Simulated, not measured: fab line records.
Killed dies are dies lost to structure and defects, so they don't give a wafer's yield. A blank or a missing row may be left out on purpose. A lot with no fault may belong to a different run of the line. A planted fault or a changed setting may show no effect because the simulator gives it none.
fab line records + flow nand_harc
record:
- lots: 6
- wafers: 18
- last_day: 24
route steps=1159 shown A_ONON_D1@432 END@1159
lots untouched by any fault: they come from a run of this same line in which no faults occurred
start_h: start of the lot's first displayed wafer, in hours after the record's first day + wait_h: hours since the lot's step before + " identical to the entry in the row above + L1.1+2: one row covering several wafers at once + - value missing, or start not given + * or withheld: withheld + < > ~ a bound
route shown NAME@n: a module of which the file shows steps, and the number in the route of the first + usual: mean and standard deviation over wafers with no fault + same: alike in all rows + chamber/n: place in a boat + sites: each site's reading + _std_site: standard deviation of those values + _edge_site: outer sites' mean less inner sites' + radius_mm: for every site, how far away it sits from the centre of the wafer + mask NAME#n: copy n + behind: the last tool/chamber to shape the wafer + hold: cause of the lot's hold/its duration in hours/its outcome + device: the transistor (n, p or np) that didn't switch + end of line: tests run on the same wafers once the route is complete + a step with no rows: only its recipe + killed: at the first sort, the dies lost to defects and structure; wafer yield is something else + map: the dies of a wafer, with x for killed, . for not killed, _ for no die there
set.NAME: the setting as run; set.NAME@STEP: as run at that earlier step + model.NAME: the simulator's own value behind a step, which no gauge read
lots at selected steps of the route; one table per step, one row per wafer
services: when a tool's chamber went out of use (start_h, in hours from the record's first day, below 0 if earlier), for how many hours, and the reason
== steps ==
step: NHARC_A_ONON_D1_DEP_12
recipe:
- target_thk_a: 10000
- n2_flow_sccm: 2750
- n2o_flow_sccm: 2000
- nh3_flow_sccm: 500
- sih4_flow_sccm: 210
- temp_c: 400
step: NHARC_A_ONON_D1_THK_MEAS_14
recipe:
- thk_meas_gauge: ellipsometry
usual:
- thk_nm: 999/8
| lot.wafer | tool          | chamber | start_h | wait_h | thk_nm |
|-----------|---------------|---------|---------|--------|--------|
| L255.1    | film_metro-02 | -       | 218.66  | -      | 996    |
| L255.2    | "             | -       | "       | "      | 996    |
| L255.3    | "             | -       | "       | "      | 997    |
| L256.2    | film_metro-01 | -       | 218.68  | -      | 1003   |
| L256.3    | "             | -       | "       | "      | 1003   |
| L256.6    | "             | -       | "       | "      | 1004   |
| L259.2    | film_metro-02 | -       | 236.68  | -      | 1000   |
| L259.4    | "             | -       | "       | "      | 1000   |
| L259.6    | "             | -       | "       | "      | 1001   |
| L258.2    | film_metro-01 | -       | 236.73  | -      | 994    |
| L258.3    | "             | -       | "       | "      | 994    |
| L258.4    | "             | -       | "       | "      | 994    |
| L266.1    | film_metro-02 | -       | 289.10  | -      | 1017   |
| L266.2    | "             | -       | "       | "      | 1017   |
| L266.4    | "             | -       | "       | "      | 1018   |
| L268.1    | film_metro-02 | -       | 289.11  | -      | 988    |
| L268.2    | "             | -       | "       | "      | 989    |
| L268.5    | "             | -       | "       | "      | 990    |
step: NHARC_A_ONON_D1_ANNEAL_15
recipe:
- temp_c: 750
- time_s: 3600
step: NHARC_A_ONON_D1_DEP_16
recipe:
- target_thk_a: 10000
- n2_flow_sccm: 2750
- n2o_flow_sccm: 2000
- nh3_flow_sccm: 500
- sih4_flow_sccm: 210
- temp_c: 400
step: NHARC_A_ONON_D1_THK_MEAS_18
recipe:
- thk_meas_gauge: ellipsometry
usual:
- thk_nm: 1002/11
| lot.wafer | tool          | chamber | start_h | wait_h | thk_nm |
|-----------|---------------|---------|---------|--------|--------|
| L256.2    | film_metro-01 | -       | 225.76  | -      | 1007   |
| L256.3    | "             | -       | "       | "      | 1011   |
| L256.6    | "             | -       | "       | "      | 1010   |
| L255.1    | film_metro-02 | -       | 225.76  | -      | 998    |
| L255.2    | "             | -       | "       | "      | 997    |
| L255.3    | "             | -       | "       | "      | 994    |
| L259.2    | film_metro-01 | -       | 243.76  | -      | 1009   |
| L259.4    | "             | -       | "       | "      | 1010   |
| L259.6    | "             | -       | "       | "      | 1010   |
| L258.2    | film_metro-02 | -       | 244.12  | -      | 1000   |
| L258.3    | "             | -       | "       | "      | 1001   |
| L258.4    | "             | -       | "       | "      | 998    |
| L268.1    | film_metro-01 | -       | 296.21  | -      | 1004   |
| L268.2    | "             | -       | "       | "      | 1003   |
| L268.5    | "             | -       | "       | "      | 1005   |
| L266.1    | film_metro-02 | -       | 296.22  | -      | 993    |
| L266.2    | "             | -       | "       | "      | 993    |
| L266.4    | "             | -       | "       | "      | 994    |
step: NHARC_A_ONON_D1_DEP_19
recipe:
- target_thk_a: 10000
- n2_flow_sccm: 2750
- n2o_flow_sccm: 2000
- nh3_flow_sccm: 500
- sih4_flow_sccm: 210
- temp_c: 400
step: NHARC_A_ONON_D1_THK_MEAS_21
recipe:
- thk_meas_gauge: ellipsometry
usual:
- thk_nm: 999/10
| lot.wafer | tool          | chamber | start_h | wait_h | thk_nm |
|-----------|---------------|---------|---------|--------|--------|
| L255.1    | film_metro-01 | -       | 226.32  | -      | 998    |
| L255.2    | "             | -       | "       | "      | 998    |
| L255.3    | "             | -       | "       | "      | 997    |
| L256.2    | film_metro-02 | -       | 226.33  | -      | 1005   |
| L256.3    | "             | -       | "       | "      | 1004   |
| L256.6    | "             | -       | "       | "      | 1003   |
| L259.2    | film_metro-02 | -       | 244.33  | -      | 1002   |
| L259.4    | "             | -       | "       | "      | 1000   |
| L259.6    | "             | -       | "       | "      | 999    |
| L258.2    | film_metro-02 | -       | 244.68  | -      | 983    |
| L258.3    | "             | -       | "       | "      | 983    |
| L258.4    | "             | -       | "       | "      | 983    |
| L268.1    | film_metro-02 | -       | 296.78  | -      | 1001   |
| L268.2    | "             | -       | "       | "      | 1000   |
| L268.5    | "             | -       | "       | "      | 1001   |
| L266.1    | film_metro-02 | -       | 296.91  | -      | 1005   |
| L266.2    | "             | -       | "       | "      | 1005   |
| L266.4    | "             | -       | "       | "      | 1003   |
step: NHARC_A_ONON_D1_DEP_22
recipe:
- target_thk_a: 10000
- n2_flow_sccm: 2750
- n2o_flow_sccm: 2000
- nh3_flow_sccm: 500
- sih4_flow_sccm: 210
- temp_c: 400
step: NHARC_A_ONON_D1_THK_MEAS_24
recipe:
- thk_meas_gauge: ellipsometry
usual:
- thk_nm: 999/12
| lot.wafer | tool          | chamber | start_h | wait_h | thk_nm |
|-----------|---------------|---------|---------|--------|--------|
| L255.1    | film_metro-01 | -       | 226.89  | -      | 986    |
| L255.2    | "             | -       | "       | "      | 988    |
| L255.3    | "             | -       | "       | "      | 985    |
| L256.2    | film_metro-02 | -       | 226.89  | -      | 985    |
| L256.3    | "             | -       | "       | "      | 985    |
| L256.6    | "             | -       | "       | "      | 987    |
| L259.2    | film_metro-01 | -       | 244.89  | -      | 982    |
| L259.4    | "             | -       | "       | "      | 980    |
| L259.6    | "             | -       | "       | "      | 981    |
| L258.2    | film_metro-02 | -       | 245.25  | -      | 999    |
| L258.3    | "             | -       | "       | "      | 998    |
| L258.4    | "             | -       | "       | "      | 998    |
| L268.1    | film_metro-02 | -       | 297.35  | -      | 1012   |
| L268.2    | "             | -       | "       | "      | 1011   |
| L268.5    | "             | -       | "       | "      | 1012   |
| L266.1    | film_metro-02 | -       | 297.49  | -      | 1005   |
| L266.2    | "             | -       | "       | "      | 1005   |
| L266.4    | "             | -       | "       | "      | 1005   |
step: NHARC_A_ONON_D1_DEP_25
recipe:
- target_thk_a: 10000
- n2_flow_sccm: 2750
- n2o_flow_sccm: 2000
- nh3_flow_sccm: 500
- sih4_flow_sccm: 210
- temp_c: 400
step: NHARC_A_ONON_D1_THK_MEAS_27
recipe:
- thk_meas_gauge: ellipsometry
usual:
- thk_nm: 996/9.1
| lot.wafer | tool          | chamber | start_h | wait_h | thk_nm |
|-----------|---------------|---------|---------|--------|--------|
| L255.1    | film_metro-02 | -       | 227.45  | -      | 987    |
| L255.2    | "             | -       | "       | "      | 985    |
| L255.3    | "             | -       | "       | "      | 987    |
| L256.2    | film_metro-01 | -       | 227.46  | -      | 995    |
| L256.3    | "             | -       | "       | "      | 998    |
| L256.6    | "             | -       | "       | "      | 1000   |
| L259.2    | film_metro-02 | -       | 245.45  | -      | 1003   |
| L259.4    | "             | -       | "       | "      | 1003   |
| L259.6    | "             | -       | "       | "      | 1004   |
| L258.2    | film_metro-02 | -       | 245.82  | -      | 994    |
| L258.3    | "             | -       | "       | "      | 992    |
| L258.4    | "             | -       | "       | "      | 993    |
| L268.1    | film_metro-01 | -       | 297.91  | -      | 1002   |
| L268.2    | "             | -       | "       | "      | 1002   |
| L268.5    | "             | -       | "       | "      | 1002   |
| L266.1    | film_metro-02 | -       | 298.05  | -      | 983    |
| L266.2    | "             | -       | "       | "      | 985    |
| L266.4    | "             | -       | "       | "      | 986    |
step: NHARC_A_ONON_D1_DEP_28
recipe:
- target_thk_a: 10000
- n2_flow_sccm: 2750
- n2o_flow_sccm: 2000
- nh3_flow_sccm: 500
- sih4_flow_sccm: 210
- temp_c: 400
usual:
- nh3_flow_sccm: 500.0/1.5
| lot.wafer | tool          | chamber | start_h | wait_h | nh3_flow_sccm |
|-----------|---------------|---------|---------|--------|---------------|
| L255.1    | pecvd_onon-02 | 0       | 227.51  | 0.1    | 500.6         |
| L255.2    | "             | 0       | "       | "      | 502.1         |
| L255.3    | "             | 0       | "       | "      | 499.0         |
| L256.2    | pecvd_onon-04 | 0       | 227.57  | 0.1    | 502.2         |
| L256.3    | "             | 0       | "       | "      | 500.2         |
| L256.6    | "             | 0       | "       | "      | 501.1         |
| L259.2    | pecvd_onon-02 | 0       | 245.57  | 0.1    | 499.8         |
| L259.4    | "             | 0       | "       | "      | 498.5         |
| L259.6    | "             | 0       | "       | "      | 498.9         |
| L258.2    | pecvd_onon-02 | 0       | 245.94  | 0.1    | 499.6         |
| L258.3    | "             | 0       | "       | "      | 501.2         |
| L258.4    | "             | 0       | "       | "      | 498.6         |
| L268.1    | pecvd_onon-01 | 0       | 297.97  | 0.1    | 499.5         |
| L268.2    | "             | 0       | "       | "      | 500.5         |
| L268.5    | "             | 0       | "       | "      | 500.5         |
| L266.1    | pecvd_onon-04 | 0       | 298.11  | 0.1    | 497.6         |
| L266.2    | "             | 0       | "       | "      | 498.8         |
| L266.4    | "             | 0       | "       | "      | 495.8         |
step: NHARC_A_ONON_D1_THK_MEAS_30
recipe:
- thk_meas_gauge: ellipsometry
usual:
- thk_nm: 996/7.5
| lot.wafer | tool          | chamber | start_h | wait_h | thk_nm |
|-----------|---------------|---------|---------|--------|--------|
| L255.1    | film_metro-02 | -       | 228.02  | -      | 991    |
| L255.2    | "             | -       | "       | "      | 990    |
| L255.3    | "             | -       | "       | "      | 990    |
| L256.2    | film_metro-01 | -       | 228.02  | -      | 989    |
| L256.3    | "             | -       | "       | "      | 988    |
| L256.6    | "             | -       | "       | "      | 990    |
| L259.2    | film_metro-02 | -       | 246.02  | -      | 1293   |
| L259.4    | "             | -       | "       | "      | 1292   |
| L259.6    | "             | -       | "       | "      | 1294   |
| L258.2    | film_metro-02 | -       | 246.39  | -      | 1297   |
| L258.3    | "             | -       | "       | "      | 1297   |
| L258.4    | "             | -       | "       | "      | 1298   |
| L268.1    | film_metro-02 | -       | 298.47  | -      | 986    |
| L268.2    | "             | -       | "       | "      | 986    |
| L268.5    | "             | -       | "       | "      | 987    |
| L266.1    | film_metro-02 | -       | 298.63  | -      | 996    |
| L266.2    | "             | -       | "       | "      | 996    |
| L266.4    | "             | -       | "       | "      | 997    |
step: NHARC_A_ONON_D1_DEP_33
recipe:
- target_thk_a: 2000
- temp_c: 400
- pressure_torr: 6.5
- rf_w: 900
- teos_flow_sccm: 161.4
- flow_sccm: 2650
- target_thk_nm: 200
- gas: O2
- material: SiO2
usual:
- heater_power_w: 547/94
- throttle_valve_pct: 15.9/0.71
| lot.wafer | tool     | chamber | start_h | wait_h | heater_power_w | throttle_valve_pct |
|-----------|----------|---------|---------|--------|----------------|--------------------|
| L255.2    | pecvd-02 | 2       | 228.40  | 0.4    | 649            | 16.0               |
| L255.3    | "        | 0       | "       | "      | 649            | 14.3               |
| L255.1    | "        | 1       | "       | "      | 413            | 16.5               |
| L256.3    | pecvd-01 | 2       | 228.47  | 0.4    | 589            | 16.0               |
| L256.2    | "        | 0       | "       | "      | 458            | 16.2               |
| L256.6    | "        | 2       | "       | "      | 601            | 16.1               |
| L259.2    | pecvd-02 | 0       | 246.12  | 0.1    | 715            | 14.6               |
| L259.6    | "        | 2       | "       | "      | 527            | 16.1               |
| L259.4    | "        | 0       | "       | "      | 707            | 14.7               |
| L258.2    | pecvd-02 | 2       | 246.62  | 0.2    | 642            | 15.8               |
| L258.3    | "        | 0       | "       | "      | 704            | 14.7               |
| L258.4    | "        | 0       | "       | "      | 699            | 14.8               |
| L268.2    | pecvd-01 | 2       | 298.58  | 0.1    | 516            | 16.4               |
| L268.1    | "        | 0       | "       | "      | 460            | 15.9               |
| L268.5    | "        | 0       | "       | "      | 490            | 15.8               |
| L266.1    | pecvd-02 | 2       | 298.68  | 0.1    | 688            | 16.0               |
| L266.2    | "        | 0       | "       | "      | 594            | 15.0               |
| L266.4    | "        | 1       | "       | "      | 471            | 16.5               |
step: NHARC_END_SORT_01
recipe:
- temp_c: 25
usual:
- killed_at_array: 28/11
- killed_at_other: 0.8/1.1
- killed_at_periphery: 3.3/2.8
- killed_dies: 32/11
- killed_open: 3.3/1.9
- killed_short: 1.9/1.4
same:
- gross_dies: 677
| lot.wafer | tool      | chamber | start_h | wait_h | killed_at_array | killed_at_other | killed_at_periphery | killed_dies | killed_open | killed_short |
|-----------|-----------|---------|---------|--------|-----------------|-----------------|---------------------|-------------|-------------|--------------|
| L255.1    | prober-02 | 0       | 494.68  | 2.5    | 37              | 1               | 0                   | 38          | 4           | 1            |
| L255.2    | prober-02 | 0       | 495.48  | 2.8    | 35              | 1               | 0                   | 36          | 3           | 1            |
| L255.3    | prober-02 | 0       | 496.27  | 3.1    | 35              | 0               | 0                   | 35          | 3           | 3            |
| L259.2    | prober-02 | 0       | 506.81  | 2.8    | 667             | 2               | 8                   | 677         | 6           | 2            |
| L259.4    | prober-02 | 0       | 508.44  | 3.4    | 670             | 0               | 7                   | 677         | 5           | 2            |
| L259.6    | prober-02 | 0       | 510.07  | 4.1    | 669             | 2               | 6                   | 677         | 3           | 2            |
| L258.2    | prober-01 | 0       | 518.87  | 2.9    | 670             | 0               | 7                   | 677         | 4           | 0            |
| L258.3    | prober-01 | 0       | 519.68  | 3.2    | 667             | 0               | 10                  | 677         | 4           | 2            |
| L258.4    | prober-01 | 0       | 520.48  | 3.4    | 669             | 1               | 7                   | 677         | 5           | 0            |
killed by level:class
L255.1 A_CHANNEL_HOLE_D1:chamber_film_flake=22 A_CONTACT:chamber_film_flake=4 A_CHANNEL_FILL_D1:geometric_particle:open=2 A_M0:geometric_particle:open=2 A_ZERO_WELL:chamber_film_flake=2 A_CHANNEL_FILL_D1:chamber_film_flake=2 STARTING-WAFER:geometric_particle:short=1 A_STAIRCASE:chamber_film_flake=1
L255.2 A_CHANNEL_HOLE_D1:chamber_film_flake=21 A_CONTACT:chamber_film_flake=6 A_STAIRCASE:chamber_film_flake=3 A_ONON_D1:geometric_particle:short=1 A_SGD_CUT:geometric_particle:open=1 A_WL_FILL:geometric_particle:open=1 A_CONTACT:geometric_particle:open=1 A_CHANNEL_FILL_D1:chamber_film_flake=1
L255.3 A_CHANNEL_HOLE_D1:chamber_film_flake=21 A_CONTACT:geometric_particle:open=2 A_ZERO_WELL:chamber_film_flake=2 A_CONTACT:chamber_film_flake=2 A_BLC:chamber_film_flake=2 A_CHANNEL_FILL_D1:geometric_particle:short=1 A_CHANNEL_FILL_D1:geometric_particle:open=1 A_WL_FILL:geometric_particle:short=1
L259.2 A_ONON_D1:area_dep=631 A_CHANNEL_HOLE_D1:chamber_film_flake=16 A_STAIRCASE:chamber_film_flake=7 A_CONTACT:chamber_film_flake=5 A_M0:geometric_particle:open=3 P_M1:geometric_particle:open=2 P_M1:chamber_film_flake=2 P_M2:chamber_film_flake=2
L259.4 A_ONON_D1:area_dep=633 A_CHANNEL_HOLE_D1:chamber_film_flake=21 A_STAIRCASE:chamber_film_flake=5 A_CONTACT:chamber_film_flake=5 P_M0:geometric_particle:open=2 P_ZERO_WELL:chamber_film_flake=2 P_STI:geometric_particle:open=1 P_M0:geometric_particle:short=1
L259.6 A_ONON_D1:area_dep=645 A_CHANNEL_HOLE_D1:chamber_film_flake=14 A_STAIRCASE:chamber_film_flake=5 A_CONTACT:chamber_film_flake=4 THIN_TSV:chamber_film_flake=2 P_STI:geometric_particle:short=1 P_GATE:geometric_particle:open=1 P_GATE:geometric_particle:short=1
L258.2 A_ONON_D1:area_dep=631 A_CHANNEL_HOLE_D1:chamber_film_flake=17 A_SLIT:chamber_film_flake=12 A_STAIRCASE:chamber_film_flake=6 A_M0:geometric_particle:open=2 P_STI:chamber_film_flake=2 P_M1:chamber_film_flake=2 P_GATE:geometric_particle:open=1
L258.3 A_ONON_D1:area_dep=621 A_CHANNEL_HOLE_D1:chamber_film_flake=21 A_SLIT:chamber_film_flake=14 P_M1:chamber_film_flake=7 A_STAIRCASE:chamber_film_flake=2 A_CONTACT:chamber_film_flake=2 P_GATE:geometric_particle:open=1 A_ONON_D1:geometric_particle:open=1
L258.4 A_ONON_D1:area_dep=635 A_CHANNEL_HOLE_D1:chamber_film_flake=19 A_SLIT:chamber_film_flake=11 P_STI:chamber_film_flake=2 P_GATE:geometric_particle:open=1 P_M2:geometric_particle:open=1 A_WL_FILL:geometric_particle:open=1 A_BLC:geometric_particle:open=1
map L258.2 (x killed, . not)
____________x____________
_________xxxxxxx_________
_______xxxxxxxxxxx_______
______xxxxxxxxxxxxx______
_____xxxxxxxxxxxxxxx_____
____xxxxxxxxxxxxxxxxx____
____xxxxxxxxxxxxxxxxx____
___xxxxxxxxxxxxxxxxxxx___
___xxxxxxxxxxxxxxxxxxx___
__xxxxxxxxxxxxxxxxxxxxx__
__xxxxxxxxxxxxxxxxxxxxx__
_xxxxxxxxxxxxxxxxxxxxxxx_
_xxxxxxxxxxxxxxxxxxxxxxx_
_xxxxxxxxxxxxxxxxxxxxxxx_
_xxxxxxxxxxxxxxxxxxxxxxx_
_xxxxxxxxxxxxxxxxxxxxxxx_
xxxxxxxxxxxxxxxxxxxxxxxxx
xxxxxxxxxxxxxxxxxxxxxxxxx
xxxxxxxxxxxxxxxxxxxxxxxxx
xxxxxxxxxxxxxxxxxxxxxxxxx
xxxxxxxxxxxxxxxxxxxxxxxxx
_xxxxxxxxxxxxxxxxxxxxxxx_
_xxxxxxxxxxxxxxxxxxxxxxx_
_xxxxxxxxxxxxxxxxxxxxxxx_
_xxxxxxxxxxxxxxxxxxxxxxx_
_xxxxxxxxxxxxxxxxxxxxxxx_
__xxxxxxxxxxxxxxxxxxxxx__
__xxxxxxxxxxxxxxxxxxxxx__
___xxxxxxxxxxxxxxxxxxx___
___xxxxxxxxxxxxxxxxxxx___
____xxxxxxxxxxxxxxxxx____
____xxxxxxxxxxxxxxxxx____
_____xxxxxxxxxxxxxxx_____
______xxxxxxxxxxxxx______
_______xxxxxxxxxxx_______
_________xxxxxxx_________
____________x____________
map L259.2 (x killed, . not)
____________x____________
_________xxxxxxx_________
_______xxxxxxxxxxx_______
______xxxxxxxxxxxxx______
_____xxxxxxxxxxxxxxx_____
____xxxxxxxxxxxxxxxxx____
____xxxxxxxxxxxxxxxxx____
___xxxxxxxxxxxxxxxxxxx___
___xxxxxxxxxxxxxxxxxxx___
__xxxxxxxxxxxxxxxxxxxxx__
__xxxxxxxxxxxxxxxxxxxxx__
_xxxxxxxxxxxxxxxxxxxxxxx_
_xxxxxxxxxxxxxxxxxxxxxxx_
_xxxxxxxxxxxxxxxxxxxxxxx_
_xxxxxxxxxxxxxxxxxxxxxxx_
_xxxxxxxxxxxxxxxxxxxxxxx_
xxxxxxxxxxxxxxxxxxxxxxxxx
xxxxxxxxxxxxxxxxxxxxxxxxx
xxxxxxxxxxxxxxxxxxxxxxxxx
xxxxxxxxxxxxxxxxxxxxxxxxx
xxxxxxxxxxxxxxxxxxxxxxxxx
_xxxxxxxxxxxxxxxxxxxxxxx_
_xxxxxxxxxxxxxxxxxxxxxxx_
_xxxxxxxxxxxxxxxxxxxxxxx_
_xxxxxxxxxxxxxxxxxxxxxxx_
_xxxxxxxxxxxxxxxxxxxxxxx_
__xxxxxxxxxxxxxxxxxxxxx__
__xxxxxxxxxxxxxxxxxxxxx__
___xxxxxxxxxxxxxxxxxxx___
___xxxxxxxxxxxxxxxxxxx___
____xxxxxxxxxxxxxxxxx____
____xxxxxxxxxxxxxxxxx____
_____xxxxxxxxxxxxxxx_____
______xxxxxxxxxxxxx______
_______xxxxxxxxxxx_______
_________xxxxxxx_________
____________x____________
== services ==
| tool          | chamber | start_h | hours | kind       |
|---------------|---------|---------|-------|------------|
| pecvd_onon-01 | -       | 214.07  | 2.1   | repair     |
| pecvd_onon-04 | -       | 237.00  | 13.0  | pm         |
| pecvd-01      | -       | 237.50  | 13.0  | pm         |
| pecvd-01      | 0       | 237.50  | 13.0  | vent_cycle |
| pecvd-01      | 1       | 237.50  | 13.0  | vent_cycle |
| pecvd-01      | 2       | 237.50  | 13.0  | vent_cycle |
| pecvd-01      | 0       | 250.50  | -     | clean      |
| pecvd-01      | 1       | 250.50  | -     | clean      |
| pecvd-01      | 2       | 250.50  | -     | clean      |
| pecvd_onon-02 | -       | 292.00  | 13.0  | pm         |
== key ==
first_sign:
- step: NHARC_A_ONON_D1_THK_MEAS_30
- reading: thk_nm
- direction: up
- sigmas: 40
- usual: 996
- struck: 1295
effect:
- step: NHARC_END_SORT_01
- reading: killed_at_array
- direction: up
- sigmas: 58
- usual: 28
- struck: 669
more_kills_born_at:
- NHARC_A_ONON_D1_DEP_28@pecvd_onon-02: 3796
met_at NHARC_A_ONON_D1_DEP_28
struck_wafers L258.2,L258.3,L258.4,L259.2,L259.4,L259.6
later_rows_left_out L258.2,L258.3,L258.4,L259.2,L259.4,L259.6
tester_left_out L258,L259
fault:
- kind: process_parameter_drift
- tool: pecvd_onon-02
- chamber: -
- onset_h: 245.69
- steps: NHARC_A_ONON_D1_DEP_28
- channel: target_thk_a
- offset: *
- shape: step
- acts_in: *
- stated: *
tester_left_out: of these lots the tester's yield and bins aren't shown, on N5 and GAA mostly nor the transistor test; their killed dies are dies lost to structure and defects alone, not to doping, threshold or leakage, so they don't give the yield
later_rows_left_out: the simulator's readings of these wafers behind a module that went badly wrong aren't trusted and aren't shown, but for the sort
